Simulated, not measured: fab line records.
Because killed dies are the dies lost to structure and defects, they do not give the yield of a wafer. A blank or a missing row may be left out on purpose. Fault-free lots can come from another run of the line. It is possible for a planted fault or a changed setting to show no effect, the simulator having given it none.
2 desks looking at one fault    flow n5Finfet    numbers are kept per desk, each desk with only its own; the story behind them comes last

## FROM THE METROLOGY DESK
Means of the sampled wafers that have a number, per lot and without regard to the tool the lot ran on: this is what the gauges read. If a lot's mean is further than 4 standard deviations from the usual mean, the lot is out of limits and carries the mark OUT (the distance appears in the brackets). Only the readings that lie furthest out on some lot appear, 7 of the 10 it has.
Columns: A = DIBL_N at N5_BEOL_M4_RC_MEAS_101, usual 36.9 mV/V; B = DIBL_P at N5_BEOL_M4_RC_MEAS_101, usual 36.7 mV/V; C = IOFF_N at N5_BEOL_M4_RC_MEAS_101, usual 0.17 nA/um; D = IOFF_P at N5_BEOL_M4_RC_MEAS_101, usual 0.22 nA/um; E = SS_N at N5_BEOL_M4_RC_MEAS_101, usual 71.7 mV/dec; F = SS_P at N5_BEOL_M4_RC_MEAS_101, usual 73.4 mV/dec; G = VT_P at N5_BEOL_M4_RC_MEAS_101, usual -250 mV
lot   first seen here  A     B     C     D     E     F     G
L850  day 9 03:32      38.3  39.8  0.19  0.23  72.2  74.2  -250
L853  day 9 08:10      36.3  36.7  0.16  0.23  71.2  73.4  -247
L854  day 9 20:14      38.0  36.5  0.19  0.22  71.9  73.2  -250
L857  day 10 15:55     35.3  34.6  0.14  0.20  71.4  72.4  -249
L858  day 11 00:52     36.3  37.6  0.16  0.23  71.8  73.2  -247
L859  day 11 09:40     35.8  35.7  0.15  0.17  71.2  73.4  -254
L861  day 11 17:23     37.7  36.1  0.19  0.23  71.8  73.1  -249
L863  day 12 06:56     35.4  34.9  0.14  0.20  71.2  73.0  -252
L866  day 13 01:27     35.9  37.4  0.16  0.21  71.0  73.4  -249
L869  day 14 00:20     38.8  38.4  0.18  0.24  72.3  73.9  -248
Result from this desk: across the 10 lots, nothing is out of limits.

## FOR THE TOOL OWNER'S DESK: pecvd-03
The tool's own readings at N5_BEOL_M11_PECVD_70 (deposits SiO2 from TEOS/O2, target thk 20 nm, time 22.7 s): means of the sampled wafers that have a number, for each lot that ran on this tool. If a lot's mean is further than 4 standard deviations from the usual mean, the lot is out of limits and carries the mark OUT (the distance appears in the brackets).
Columns: A = chamberPressureTorr at N5_BEOL_M11_PECVD_70, usual 5.500 Torr; B = heaterPowerOuterW at N5_BEOL_M11_PECVD_70, usual 378 W; C = heaterPowerW at N5_BEOL_M11_PECVD_70, usual 646 W; D = showerheadPlenumPTorr at N5_BEOL_M11_PECVD_70, usual 8.81 Torr; E = susceptorTempC at N5_BEOL_M11_PECVD_70, usual 400.01 C; F = throttleValvePct at N5_BEOL_M11_PECVD_70, usual 22.2 %
lot   first seen here  A      B    C    D     E       F
L850  day 11 03:56     5.493  358  618  8.81  400.05  21.9
L857  day 12 20:35     5.499  368  593  8.77  399.96  22.3
L858  day 13 18:49     5.508  402  658  8.75  399.99  23.1
L866  day 15 05:27     5.498  373  635  8.80  400.06  22.6
Result from this desk: across the 4 lots, nothing is out of limits.

## PUT TOGETHER
Nothing out of limits was seen by the metrology desk.
The tool owner's desk saw nothing out of limits.

## WHAT WAS PUT IN BY THE SIMULATOR
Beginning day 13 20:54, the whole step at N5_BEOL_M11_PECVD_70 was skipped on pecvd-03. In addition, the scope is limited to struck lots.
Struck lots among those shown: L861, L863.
